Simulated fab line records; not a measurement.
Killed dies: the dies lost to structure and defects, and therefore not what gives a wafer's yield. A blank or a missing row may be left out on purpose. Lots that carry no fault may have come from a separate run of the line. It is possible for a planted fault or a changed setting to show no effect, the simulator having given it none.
Matching of chambers :: flow nand harc :: rie diel-13 running NHARC_A_CHANNEL_HOLE_D1_ETCH_44: 4 sister chambers
The step etches the open film in CF4/O2, target depth 140 nm, overetch 14 nm, time 77 s. 18 wafers are shown with their chamber, then 9 later ones without.

EACH WAFER AND ITS CHAMBER
wafer: L916.2
chamber: 0
showerhead plenum p Torr (Torr): 1.31
drypump motor current A (A): 5.4
oes product au (a.u.): 0.986

wafer: L916.4
chamber: 3
showerhead plenum p Torr (Torr): 1.39
drypump motor current A (A): 5.3
oes product au (a.u.): 1.003

wafer: L916.5
chamber: 0
showerhead plenum p Torr (Torr): 1.31
drypump motor current A (A): 5.5
oes product au (a.u.): 0.981

wafer: L917.1
chamber: 0
showerhead plenum p Torr (Torr): 1.31
drypump motor current A (A): 5.4
oes product au (a.u.): 0.969

wafer: L917.2
chamber: 3
showerhead plenum p Torr (Torr): 1.39
drypump motor current A (A): 5.3
oes product au (a.u.): 1.002

wafer: L917.4
chamber: 2
showerhead plenum p Torr (Torr): 1.31
drypump motor current A (A): 6.3
oes product au (a.u.): 0.983

wafer: L918.3
chamber: 1
showerhead plenum p Torr (Torr): 1.32
drypump motor current A (A): 6.5
oes product au (a.u.): 1.012

wafer: L918.4
chamber: 0
showerhead plenum p Torr (Torr): 1.31
drypump motor current A (A): 5.4
oes product au (a.u.): 0.974

wafer: L918.5
chamber: 1
showerhead plenum p Torr (Torr): 1.32
drypump motor current A (A): 6.5
oes product au (a.u.): 1.011

wafer: L919.1
chamber: 1
showerhead plenum p Torr (Torr): 1.32
drypump motor current A (A): 6.5
oes product au (a.u.): 1.014

wafer: L919.3
chamber: 3
showerhead plenum p Torr (Torr): 1.39
drypump motor current A (A): 5.3
oes product au (a.u.): 1.008

wafer: L919.5
chamber: 2
showerhead plenum p Torr (Torr): 1.31
drypump motor current A (A): 6.3
oes product au (a.u.): 0.995

wafer: L925.2
chamber: 0
showerhead plenum p Torr (Torr): 1.31
drypump motor current A (A): 5.5
oes product au (a.u.): 0.982

wafer: L925.4
chamber: 1
showerhead plenum p Torr (Torr): 1.32
drypump motor current A (A): 6.5
oes product au (a.u.): 1.004

wafer: L925.6
chamber: 2
showerhead plenum p Torr (Torr): 1.31
drypump motor current A (A): 6.2
oes product au (a.u.): 0.984

wafer: L929.1
chamber: 2
showerhead plenum p Torr (Torr): 1.31
drypump motor current A (A): 6.3
oes product au (a.u.): 0.993

wafer: L929.3
chamber: 1
showerhead plenum p Torr (Torr): 1.32
drypump motor current A (A): 6.5
oes product au (a.u.): 1.009

wafer: L929.5
chamber: 3
showerhead plenum p Torr (Torr): 1.38
drypump motor current A (A): 5.3
oes product au (a.u.): 0.989

SIGNATURES (averages over the wafers above)
reading: showerhead plenum p Torr
chamber 0: 1.3100
chamber 1: 1.3200
chamber 2: 1.3100
chamber 3: 1.3875
scatter within a chamber: 0.00231

reading: drypump motor current A
chamber 0: 5.440
chamber 1: 6.500
chamber 2: 6.275
chamber 3: 5.300
scatter within a chamber: 0.0373

reading: oes product au
chamber 0: 0.97840
chamber 1: 1.01000
chamber 2: 0.98875
chamber 3: 1.00050
scatter within a chamber: 0.00628
Rule: a wafer's distance from a chamber is the root of the sum, over the readings, of the square of ((its reading less the chamber's mean) divided by the reading's scatter). The wafer belongs to the nearest chamber; if the next one is less than 2 further off, it can't be placed. The scatter: the root of (the sum of the squares of (reading less its chamber's mean) over the shown wafers, divided by (wafers less chambers)).

WAFERS WHOSE CHAMBER IS MISSING
wafer: L934.1
showerhead plenum p Torr (Torr): 1.31
drypump motor current A (A): 6.3
oes product au (a.u.): 1.021

wafer: L934.2
showerhead plenum p Torr (Torr): 1.31
drypump motor current A (A): 5.4
oes product au (a.u.): 0.998

wafer: L934.6
showerhead plenum p Torr (Torr): 1.31
drypump motor current A (A): 6.3
oes product au (a.u.): 1.018

wafer: L936.3
showerhead plenum p Torr (Torr): 1.32
drypump motor current A (A): 6.5
oes product au (a.u.): 1.000

wafer: L936.5
showerhead plenum p Torr (Torr): 1.38
drypump motor current A (A): 5.3
oes product au (a.u.): 0.987

wafer: L936.6
showerhead plenum p Torr (Torr): 1.31
drypump motor current A (A): 5.4
oes product au (a.u.): 0.993

wafer: L938.3
showerhead plenum p Torr (Torr): 1.31
drypump motor current A (A): 5.5
oes product au (a.u.): 1.014

wafer: L938.4
showerhead plenum p Torr (Torr): 1.38
drypump motor current A (A): 5.3
oes product au (a.u.): 1.006

wafer: L938.6
showerhead plenum p Torr (Torr): 1.31
drypump motor current A (A): 5.5
oes product au (a.u.): 1.009

CHAMBER TAKEN BY EACH
wafer: L934.1
from the rows above: can't be placed: 2 or 1
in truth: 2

wafer: L934.2
from the rows above: 0
in truth: 0

wafer: L934.6
from the rows above: 2
in truth: 2

wafer: L936.3
from the rows above: 1
in truth: 1

wafer: L936.5
from the rows above: 3
in truth: 3

wafer: L936.6
from the rows above: 0
in truth: 0

wafer: L938.3
from the rows above: 0
in truth: 0

wafer: L938.4
from the rows above: 3
in truth: 3

wafer: L938.6
from the rows above: 0
in truth: 0
Correct placement for 8 of the 9. From these rows, 1 cannot be placed; in 1 the true chamber is one of the candidates. Wrongly placed: 0.
